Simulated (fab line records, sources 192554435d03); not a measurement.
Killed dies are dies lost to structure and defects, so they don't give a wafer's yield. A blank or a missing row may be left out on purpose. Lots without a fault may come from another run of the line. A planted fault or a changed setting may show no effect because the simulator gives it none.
A struck lot beside a sound one | flow n5_finfet | 38 steps out of a route of 1938
Sound: wafers L234.4, L234.5, L234.6. Struck: wafers L239.2, L239.3, L239.5. The cause comes at the end.
At each step with rows: each side's tool, then ch and its chambers, then its first start. Under that, the readings that differ: sound wafers | struck wafers | difference of the means | sigmas: that difference in standard deviations of wafers without a fault.
alike: readings whose means differ by less than 2 such deviations, and words and numbers that are the same on both sides. not compared: withheld readings, readings that some wafer has no value for, bounds like >300 that may hide the same value, and numbers for which the record gives no deviation and whose values overlap.
The two part at a step that has a row with sigmas, a row that says differs or no value, or rows on one side only. Numbers that don't overlap but have no deviation are shown without sigmas and don't part them. A reading that every wafer of one side lacks parts them only if that side has two wafers or more.

first, 9 steps without rows for these wafers: N5_BEOL_M1_DEVELOP_27 (develop time 30 s); N5_BEOL_M1_DESCUM_33 (chemistry O2, time 7 s); N5_BEOL_M1_ETCH_77 (etches underlayer in N2/H2, target depth 6.5 nm, time 5.2 s); N5_BEOL_M1_ETCH_69 (etches SiARC in CF4, target depth 15.6 nm, time 26 s); N5_BEOL_M1_ALD_98 (deposits SiO2, target thk 2.5 nm, pulse time 1 s, co reactant pulse time 1 s); N5_BEOL_M1_ETCHBACK_99 (etches SiO2 in CHF3, target depth 5 nm, time 10.4 s); N5_BEOL_M1_ETCH_70 (etches SOC in N2/H2, target depth 80 nm, overetch 16 nm, time 120 s); N5_BEOL_M1_STRIP_71 (strips in N2/H2); N5_BEOL_M1_STRIP_78 (strips in N2/H2).
N5_BEOL_M1_VIA_ETCH_34: etches the open film in C4F6/O2, target depth 67.8 nm, time 64.4 s.
  sound on rie_diel-03 ch 0,2,3, day 7 14:41; struck on rie_diel-06 ch 0,1,3, day 8 20:37
  alike: drypump_motor_current_A, oes_f_703_au, oes_product_au, rf_vpp_V, showerhead_plenum_p_Torr, throttle_valve_pct
  not compared: rf_hours_counter_h
then, 27 steps without rows for these wafers: N5_BEOL_M1_STRIP_83 (strips in C4F6/O2); N5_BEOL_M1_STRIP_36 (strips in N2/H2); N5_BEOL_M1_TRENCH_ETCH_37 (etches SiOC in C4F6/O2, target depth 55.207 nm, time 29 s); N5_BEOL_M1_ETCH_41 (etches SiCN in CH3F/O2, target depth 31.9 nm, time 57.8 s); N5_BEOL_M1_STRIP_97 (strips in N2/H2, time 10 s); N5_BEOL_M1_HM_STRIP_39 (strips TiN in peroxide tin strip, target depth 25 nm, time 158 s); N5_BEOL_M1_SRD_40 (time 30 s); N5_BEOL_M1_PRECLEAN_42 (cleans in residue remover, time 60 s); N5_BEOL_M1_SRD_43 (time 30 s); N5_BEOL_M1_DEGAS_44 (time 60 s); N5_BEOL_M1_PRE_CLEAN_45 (time 30 s); N5_BEOL_M1_ALD_84 (deposits TaN, pulse time 2 s, purge time 3 s, co reactant purge time 2 s); N5_BEOL_M1_SURFACE_TREAT_85; N5_BEOL_M1_CVD_47 (deposits Co from CCTBA/H2, target thk 3 nm, time 223.8 s); N5_BEOL_M1_SPUTTER_48 (material Cu, target thk 4.5 nm, time 8.29 s); N5_BEOL_M1_ANNEAL_49 (time 240 s); N5_BEOL_M1_SPUTTER_79 (material Cu, target thk 4.5 nm, time 8.29 s); N5_BEOL_M1_ANNEAL_80 (time 240 s); N5_BEOL_M1_SPUTTER_81 (material Cu, target thk 4.5 nm, time 8.29 s); N5_BEOL_M1_ANNEAL_82 (time 240 s); N5_BEOL_M1_SPUTTER_86 (material Cu, target thk 4.5 nm, time 8.29 s); N5_BEOL_M1_ANNEAL_87 (time 240 s); N5_BEOL_M1_SPUTTER_88 (material Cu, target thk 4.5 nm, time 8.29 s); N5_BEOL_M1_ANNEAL_89 (time 240 s); N5_BEOL_M1_SPUTTER_90 (material Cu, target thk 4.5 nm, time 8.29 s); N5_BEOL_M1_ANNEAL_91 (time 240 s); N5_BEOL_M1_SPUTTER_92 (material Cu, target thk 4.5 nm, time 8.29 s).
-- the record jumps here: 6 days lie between the struck wafers' starts before and after (it left off in module BEOL_M1 and takes up again in module PASSIVATION, whose first step shown is number 1936 of the route) --
N5_PASSIVATION_PROBE_49:
  the record has rows for the struck wafers here (prober-01, day 15 06:37) and none for the sound ones

WHERE THEY PART
Only at N5_PASSIVATION_PROBE_49, within this record.

WHY: what the simulator had put in
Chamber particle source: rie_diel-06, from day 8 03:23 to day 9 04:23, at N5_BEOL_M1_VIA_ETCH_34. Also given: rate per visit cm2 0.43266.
